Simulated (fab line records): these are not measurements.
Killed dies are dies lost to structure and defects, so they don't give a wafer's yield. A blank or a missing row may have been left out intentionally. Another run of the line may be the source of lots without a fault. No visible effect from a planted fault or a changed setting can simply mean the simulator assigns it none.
Split-lot trial	flow n5_finfet	on a route of 1938 steps: 7 lots, 39 wafers read

== THE SPLIT ITSELF ==
At N5_BEOL_M11_TRENCH_ETCH_37 (etches SiCOH lowk in C4F6/O2, target depth 148.83 nm, time 48 s), the setting time_s was moved away from the recipe's 48 s on 15 of the 39 wafers read, by -57.9% to +56.1%. This setting was run at the recipe's value on the other wafers.

== FROM THE SPLIT TO THE READING: what the file shows between them, 11 steps ==
- N5_BEOL_M11_ETCH_41: etches SiCN in CH3F/O2, target depth 42.6 nm, time 86 s
- N5_BEOL_M11_STRIP_77: strips in N2/H2, time 10 s
- N5_BEOL_M11_OCD_MEAS_38
- N5_BEOL_M11_HM_STRIP_39: strips TiN in peroxide tin strip, target depth 25 nm, time 158 s
- N5_BEOL_M11_SRD_40: time 30 s
- N5_BEOL_M11_ECD_50: material Cu, target thk 318 nm
- N5_BEOL_M11_ANNEAL_51: time 90 s
- N5_BEOL_M11_CMP_52: polishes, stops on SiCOH lowk, t overpolish 7 s, target thk 140 nm
- N5_BEOL_M11_THK_MEAS_53: measures by xrf
- N5_BEOL_M11_PRE_CLEAN_55: time 15 s
- N5_BEOL_M11_DEP_56: deposits SiCN from 3MS/NH3, target thk 30 nm, time 10.5 s

== THE READING ==
M11_RS, in ohm/sq, at N5_BEOL_M11_RS_MEAS_57 (measures by four-point-probe). Typical for fault-free wafers on this fab line: 0.152 ohm/sq, with standard deviation 0.0034 ohm/sq.

wafer	tool, chamber at the split	time_s as run, s	against the recipe	M11_RS, ohm/sq	against lot-mates on the recipe
L074.1	rie_diel-03, 0	48	recipe	0.154	-
L074.3	rie_diel-03, 2	48	recipe	0.154	-
L074.6	rie_diel-03, 0	48	recipe	0.157	-
L079.1	rie_diel-03, 0	40.22	-16.2%	0.195	+0.040
L079.2	rie_diel-03, 2	48	recipe	0.155	-
L079.3	rie_diel-03, 3	48	recipe	0.155	-
L079.4	rie_diel-03, 1	40.22	-16.2%	0.203	+0.048
L079.5	rie_diel-03, 0	48	recipe	0.156	-
L079.6	rie_diel-03, 3	40.22	-16.2%	0.195	+0.040
L084.1	rie_diel-06, 0	28.56	-40.5%	0.291	+0.142
L084.2	rie_diel-06, 3	48	recipe	0.146	-
L084.3	rie_diel-06, 2	48	recipe	0.153	-
L084.4	rie_diel-06, 1	28.56	-40.5%	0.281	+0.132
L084.5	rie_diel-06, 3	48	recipe	0.147	-
L084.6	rie_diel-06, 0	28.56	-40.5%	0.289	+0.140
L088.1	rie_diel-06, 1	48	recipe	0.150	-
L088.2	rie_diel-06, 3	48	recipe	0.149	-
L088.3	rie_diel-06, 2	35.49	-26.1%	0.225	+0.075
L088.4	rie_diel-06, 0	35.49	-26.1%	0.218	+0.068
L088.5	rie_diel-06, 2	35.49	-26.1%	0.218	+0.068
L088.6	rie_diel-06, 1	48	recipe	0.152	-
L086.1	rie_diel-03, 1	74.93	+56.1%	0.095	-0.060
L086.2	rie_diel-03, 3	48	recipe	0.155	-
L086.3	rie_diel-03, 2	74.93	+56.1%	0.092	-0.063
L086.4	rie_diel-03, 0	48	recipe	0.156	-
L086.5	rie_diel-03, 0	74.93	+56.1%	0.095	-0.060
L086.6	rie_diel-03, 3	48	recipe	0.154	-
L090.1	rie_diel-06, 3	20.21	-57.9%	0.453	+0.301
L090.2	rie_diel-06, 0	20.21	-57.9%	0.475	+0.323
L090.3	rie_diel-06, 1	20.21	-57.9%	0.454	+0.302
L090.4	rie_diel-06, 2	48	recipe	0.154	-
L090.5	rie_diel-06, 0	48	recipe	0.152	-
L090.6	rie_diel-06, 3	48	recipe	0.150	-
L093.1	rie_diel-06, 1,3	48	recipe	0.148	-
L093.2	rie_diel-06, 2	48	recipe	0.153	-
L093.3	rie_diel-06, 0	48	recipe	0.150	-
L093.4	rie_diel-06, 1,3	48	recipe	0.147	-
L093.5	rie_diel-06, 0	48	recipe	0.149	-
L093.6	rie_diel-06, 1	48	recipe	0.148	-
Rows listing several chambers each stand for several wafers; the file does not say which wafer went through which chamber.

FIT RESULTS
A straight line over all 39 wafers: M11_RS changes by -0.00303 ohm/sq for each +1% of time_s; r = -0.87; the points scatter about the line by 0.046 ohm/sq.
The same after taking each lot's own level away (the mean of its wafers on the recipe; 39 wafers): -0.00307 ohm/sq for each +1%; r = -0.87; scatter 0.046 ohm/sq.
Per that fit: largest time_s move, reading shift of 0.18 ohm/sq.
The lots' own levels span 0.1487 to 0.1553 ohm/sq, that is 2.0 times the standard deviation above.
Consequently the slope shifts little with the lot-to-lot level, the two slopes agreeing.
Check: +0.18 ohm/sq against its lot-mates is what the line predicts for one of the wafers moved furthest among these (-57.9%) when that wafer is left out of the fit. Against them it came out at +0.301 ohm/sq.

== THE WHOLE CHAIN: every reading that the file lists as answering this split, in the file's order ==
step	what it does	reading	change (the file's fit)	r (the file's)
N5_BEOL_M11_TRENCH_ETCH_37	etches SiCOH lowk in C4F6/O2, target depth 148.83 nm, time 48 s	etch.depth_nm (the simulator's own value, which no gauge read)	+1.48 nm for each +1% of the setting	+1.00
N5_BEOL_M11_TRENCH_ETCH_37	etches SiCOH lowk in C4F6/O2, target depth 148.83 nm, time 48 s	BEOL_M11.feature_depth_nm (the simulator's own value, which no gauge read)	+1.48 nm for each +1% of the setting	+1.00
N5_BEOL_M11_TRENCH_ETCH_37	etches SiCOH lowk in C4F6/O2, target depth 148.83 nm, time 48 s	TiN_of_BEOL_M11_HM_DEP_02.thk_nm (the simulator's own value, which no gauge read)	-0.039 nm for each +1% of the setting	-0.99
N5_BEOL_M11_OCD_MEAS_38		trench_depth_nm	+1.49 nm for each +1% of the setting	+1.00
N5_BEOL_M11_CMP_52	polishes, stops on SiCOH lowk, t overpolish 7 s, target thk 140 nm	Cu_of_BEOL_M11_ECD_50.thk_nm (the simulator's own value, which no gauge read)	+1.48 nm for each +1% of the setting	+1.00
N5_BEOL_M11_THK_MEAS_53	measures by xrf	M11_THK	+1.45 for each +1% of the setting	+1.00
N5_BEOL_M11_RS_MEAS_57	measures by four-point-probe	M11_RS	-0.00323 for each +1% of the setting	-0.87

== FILE'S OWN FIT ==
M11_RS changes by -0.00323 ohm/sq for each +1% of time_s, r = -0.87.
